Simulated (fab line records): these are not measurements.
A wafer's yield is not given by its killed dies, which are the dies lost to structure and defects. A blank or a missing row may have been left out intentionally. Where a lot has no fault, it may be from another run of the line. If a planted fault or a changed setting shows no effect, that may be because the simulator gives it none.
fab line records    flow nand_harc
record lots=6  wafers=18  last_day=33
route steps=1302 shown A_ONON_D1@432
lots untouched by any fault: they come from a run of this same line in which no faults occurred
start_h: the number of hours between the record's first day and the start of the first shown wafer of the lot    wait_h: hours from the lot's prior step to this one    " as in the row above    L1.1+2: one row covering several wafers at once    - no value, or no start given    * or withheld: withheld    < > ~ a bound
route shown NAME@n: names a module that has steps shown in the file, with the first one's number in the route    usual: mean/standard deviation taken from wafers without a fault    same: alike in all rows    chamber/n: place in a boat    sites: the reading at each site    _std_site: the values' standard deviation    _edge_site: inner sites' mean taken away from outer sites' mean    radius_mm: how far each site lies from the wafer's centre    mask NAME#n: copy n    behind: the last tool/chamber to shape the wafer    hold: why the lot went on hold/how many hours it stayed there/how the hold came to an end    device: names the non-switching transistor (n, p or np)    end of line: the tests these same wafers got at the end of their route    where a step has no rows: the recipe by itself    killed: at the first sort, the dies lost to defects and structure; wafer yield is something else    map: shows each die of a wafer: x if killed, . if not, _ if none is there
set.NAME: setting as actually run; set.NAME@STEP: the setting as run at that earlier step    model.NAME: the simulator's own value behind a step, which no gauge read
lots at some steps of the route; a table a step, a row a wafer
services: from which hour (start_h, from the record's first day; less than 0 if before it) a tool's chamber was out of use, for how many hours, and why
## steps
# step NHARC_A_ONON_D1_DEP_12
# recipe target_thk_a=10000  n2_flow_sccm=2750  n2o_flow_sccm=2000  nh3_flow_sccm=500  sih4_flow_sccm=210  temp_c=400
# step NHARC_A_ONON_D1_THK_MEAS_14
# recipe thk_meas_gauge=ellipsometry
# usual thk_nm=997/8
lot.wafer  tool           chamber  start_h  wait_h  thk_nm
L786.1     film_metro-01  -        176.93   -       988
L786.4     "              -        "        "       989
L786.5     "              -        "        "       989
L795.1     film_metro-01  -        264.97   -       978
L795.4     "              -        "        "       980
L795.5     "              -        "        "       981
L796.2     film_metro-01  -        278.09   -       1009
L796.3     "              -        "        "       1008
L796.5     "              -        "        "       1005
L803.3     film_metro-01  -        340.32   -       1003
L803.5     "              -        "        "       1004
L803.6     "              -        "        "       1000
L804.1     film_metro-01  -        350.39   -       995
L804.5     "              -        "        "       996
L804.6     "              -        "        "       995
L806.2     film_metro-02  -        371.65   -       1009
L806.5     "              -        "        "       1009
L806.6     "              -        "        "       1008
# step NHARC_A_ONON_D1_ANNEAL_15
# recipe temp_c=750  time_s=3600
# step NHARC_A_ONON_D1_DEP_16
# recipe target_thk_a=10000  n2_flow_sccm=2750  n2o_flow_sccm=2000  nh3_flow_sccm=500  sih4_flow_sccm=210  temp_c=400
# step NHARC_A_ONON_D1_THK_MEAS_18
# recipe thk_meas_gauge=ellipsometry
# usual thk_nm=1002/8
lot.wafer  tool           chamber  start_h  wait_h  thk_nm
L786.1     film_metro-01  -        188.20   -       1001
L786.4     "              -        "        "       1001
L786.5     "              -        "        "       1004
L795.1     film_metro-02  -        273.97   -       1002
L795.4     "              -        "        "       1004
L795.5     "              -        "        "       1001
L796.2     film_metro-01  -        286.68   -       1014
L796.3     "              -        "        "       1015
L796.5     "              -        "        "       1015
L803.3     film_metro-01  -        348.17   -       1007
L803.5     "              -        "        "       1007
L803.6     "              -        "        "       1006
L804.1     film_metro-01  -        358.28   -       999
L804.5     "              -        "        "       997
L804.6     "              -        "        "       999
L806.2     film_metro-01  -        382.76   -       1002
L806.5     "              -        "        "       1001
L806.6     "              -        "        "       1001
# step NHARC_A_ONON_D1_DEP_19
# recipe target_thk_a=10000  n2_flow_sccm=2750  n2o_flow_sccm=2000  nh3_flow_sccm=500  sih4_flow_sccm=210  temp_c=400
# step NHARC_A_ONON_D1_THK_MEAS_21
# recipe thk_meas_gauge=ellipsometry
# usual thk_nm=1000/6.5
lot.wafer  tool           chamber  start_h  wait_h  thk_nm
L786.1     film_metro-01  -        188.76   -       990
L786.4     "              -        "        "       989
L786.5     "              -        "        "       987
L795.1     film_metro-01  -        274.54   -       1007
L795.4     "              -        "        "       1008
L795.5     "              -        "        "       1006
L796.2     film_metro-02  -        287.24   -       1001
L796.3     "              -        "        "       1000
L796.5     "              -        "        "       1000
L803.3     film_metro-01  -        348.74   -       999
L803.5     "              -        "        "       999
L803.6     "              -        "        "       996
L804.1     film_metro-01  -        358.84   -       1009
L804.5     "              -        "        "       1010
L804.6     "              -        "        "       1010
L806.2     film_metro-01  -        383.33   -       987
L806.5     "              -        "        "       987
L806.6     "              -        "        "       987
# step NHARC_A_ONON_D1_DEP_22
# recipe target_thk_a=10000  n2_flow_sccm=2750  n2o_flow_sccm=2000  nh3_flow_sccm=500  sih4_flow_sccm=210  temp_c=400
# step NHARC_A_ONON_D1_THK_MEAS_24
# recipe thk_meas_gauge=ellipsometry
# usual thk_nm=999/9
lot.wafer  tool           chamber  start_h  wait_h  thk_nm
L786.1     film_metro-01  -        189.33   -       999
L786.4     "              -        "        "       999
L786.5     "              -        "        "       999
L795.1     film_metro-01  -        275.10   -       1002
L795.4     "              -        "        "       1001
L795.5     "              -        "        "       1001
L796.2     film_metro-01  -        287.80   -       995
L796.3     "              -        "        "       995
L796.5     "              -        "        "       992
L803.3     film_metro-01  -        349.30   -       1011
L803.5     "              -        "        "       1011
L803.6     "              -        "        "       1012
L804.1     film_metro-02  -        359.41   -       1006
L804.5     "              -        "        "       1007
L804.6     "              -        "        "       1008
L806.2     film_metro-01  -        383.90   -       1011
L806.5     "              -        "        "       1012
L806.6     "              -        "        "       1012
# step NHARC_A_ONON_D1_DEP_25
# recipe target_thk_a=10000  n2_flow_sccm=2750  n2o_flow_sccm=2000  nh3_flow_sccm=500  sih4_flow_sccm=210  temp_c=400
# step NHARC_A_ONON_D1_THK_MEAS_27
# recipe thk_meas_gauge=ellipsometry
# usual thk_nm=996/9.1
lot.wafer  tool           chamber  start_h  wait_h  thk_nm
L786.1     film_metro-01  -        189.90   -       1002
L786.4     "              -        "        "       1004
L786.5     "              -        "        "       1003
L795.1     film_metro-01  -        275.67   -       995
L795.4     "              -        "        "       996
L795.5     "              -        "        "       994
L796.2     film_metro-01  -        288.38   -       1021
L796.3     "              -        "        "       1021
L796.5     "              -        "        "       1019
L803.3     film_metro-01  -        349.88   -       996
L803.5     "              -        "        "       998
L803.6     "              -        "        "       998
L804.1     film_metro-01  -        359.99   -       1008
L804.5     "              -        "        "       1009
L804.6     "              -        "        "       1010
L806.2     film_metro-01  -        384.46   -       995
L806.5     "              -        "        "       993
L806.6     "              -        "        "       992
# step NHARC_A_ONON_D1_DEP_28
# recipe target_thk_a=10000  n2_flow_sccm=2750  n2o_flow_sccm=2000  nh3_flow_sccm=500  sih4_flow_sccm=210  temp_c=400
# usual n2o_flow_sccm=2001/6.6
lot.wafer  tool           chamber  start_h  wait_h  n2o_flow_sccm
L786.1     pecvd_onon-03  0        189.95   0.1     2007
L786.4     "              0        "        "       2007
L786.5     "              0        "        "       2003
L795.1     pecvd_onon-02  0        275.72   0.1     1997
L795.4     "              0        "        "       1998
L795.5     "              0        "        "       1992
L796.2     pecvd_onon-02  0        288.49   0.1     1994
L796.3     "              0        "        "       1989
L796.5     "              0        "        "       1993
L803.3     pecvd_onon-02  0        350.05   0.2     2007
L803.5     "              0        "        "       2004
L803.6     "              0        "        "       2006
L804.1     pecvd_onon-03  0        360.05   0.1     2012
L804.5     "              0        "        "       2011
L804.6     "              0        "        "       2006
L806.2     pecvd_onon-02  0        384.57   0.1     2012
L806.5     "              0        "        "       2007
L806.6     "              0        "        "       2010
# step NHARC_A_ONON_D1_THK_MEAS_30
# recipe thk_meas_gauge=ellipsometry
# usual thk_nm=998/13
lot.wafer  tool           chamber  start_h  wait_h  thk_nm
L786.1     film_metro-02  -        190.46   -       1017
L786.4     "              -        "        "       1019
L786.5     "              -        "        "       1020
L795.1     film_metro-02  -        276.23   -       1057
L795.4     "              -        "        "       1057
L795.5     "              -        "        "       1057
L796.2     film_metro-01  -        288.97   -       1052
L796.3     "              -        "        "       1053
L796.5     "              -        "        "       1053
L803.3     film_metro-02  -        350.44   -       998
L803.5     "              -        "        "       1000
L803.6     "              -        "        "       998
L804.1     film_metro-02  -        360.57   -       986
L804.5     "              -        "        "       987
L804.6     "              -        "        "       984
L806.2     film_metro-01  -        385.05   -       998
L806.5     "              -        "        "       999
L806.6     "              -        "        "       999
# step NHARC_A_ONON_D1_DEP_33
# recipe target_thk_a=2000  temp_c=400  pressure_torr=6.5  rf_w=900  teos_flow_sccm=161.4  flow_sccm=2650  target_thk_nm=200  gas=O2  material=SiO2
# usual heater_power_w=569/85  rf_fwd_power_W=897.5/2.7  throttle_valve_pct=16.0/0.77
lot.wafer  tool      chamber  start_h  wait_h  heater_power_w  rf_fwd_power_W  throttle_valve_pct
L786.1     pecvd-04  1        190.63   0.2     625             897.6           15.1
L786.4     "         1        "        "       643             898.4           14.8
L786.5     "         2        "        "       710             898.1           16.7
L795.1     pecvd-01  1        276.34   0.1     477             892.2           16.4
L795.5     "         1        "        "       488             891.9           16.5
L795.4     "         2        "        "       439             893.7           14.7
L796.3     pecvd-01  1        289.07   0.1     533             895.6           16.5
L796.2     "         2        "        "       493             898.8           14.5
L796.5     "         0        "        "       450             897.4           16.5
L803.3     pecvd-04  1        350.54   0.1     645             894.1           15.0
L803.5     "         0        "        "       545             897.4           15.8
L803.6     "         2        "        "       620             895.3           16.9
L804.1     pecvd-01  2        360.71   0.1     517             904.5           14.8
L804.6     "         0        "        "       474             896.2           16.3
L804.5     "         1        "        "       511             893.3           16.8
L806.2     pecvd-04  0        385.10   0.1     602             893.3           16.2
L806.6     "         0        "        "       453             899.2           15.9
L806.5     "         1        "        "       541             889.4           15.1
## services
tool           chamber  start_h  hours  kind
pecvd_onon-02  -        185.12   13.0   pm
pecvd_onon-02  -        205.72   8.5    repair
pecvd_onon-03  -        227.20   13.0   pm
pecvd-04       -        269.00   13.0   pm
pecvd-04       0        269.00   13.0   vent_cycle
pecvd-04       1        269.00   13.0   vent_cycle
pecvd-04       2        269.00   13.0   vent_cycle
pecvd-04       0        282.00   -      clean
pecvd-04       1        282.00   -      clean
pecvd-04       2        282.00   -      clean
pecvd-01       -        311.32   13.0   pm
pecvd-01       0        311.32   17.7   vent_cycle
pecvd-01       1        311.32   13.0   vent_cycle
pecvd-01       2        311.32   13.0   vent_cycle
pecvd-01       1        324.32   -      clean
pecvd-01       2        324.32   -      clean
pecvd_onon-02  -        366.12   13.0   pm
## key
first_sign step=NHARC_A_ONON_D1_THK_MEAS_30  reading=thk_nm  direction=up  sigmas=4.5  usual=998  struck=1055
effect none on later readings
met_at NHARC_A_ONON_D1_DEP_28
struck_wafers L795.1,L795.4,L795.5,L796.2,L796.3,L796.5
later_rows_left_out L795.1,L795.4,L795.5,L796.2,L796.3,L796.5
sort_left_out L795.1,L795.4,L795.5,L796.2,L796.3,L796.5
tester_left_out L795,L796
fault kind=process_parameter_drift  tool=pecvd_onon-02  chamber=-  onset_h=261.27  steps=NHARC_A_ONON_D1_DEP_28  channel=target_thk_a  offset=*  shape=step  end_h=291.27  acts_in=*  stated=*
# tester_left_out: of these lots the tester's yield and bins aren't shown, on N5 and GAA mostly nor the transistor test; their killed dies are dies lost to structure and defects alone, not to doping, threshold or leakage, so they don't give the yield
# sort_left_out: the simulated sort isn't trusted on such a fault, so these wafers' sort isn't shown, and their yield isn't known
# later_rows_left_out: the simulator's readings of these wafers behind a module that went badly wrong aren't trusted and aren't shown, but for the sort
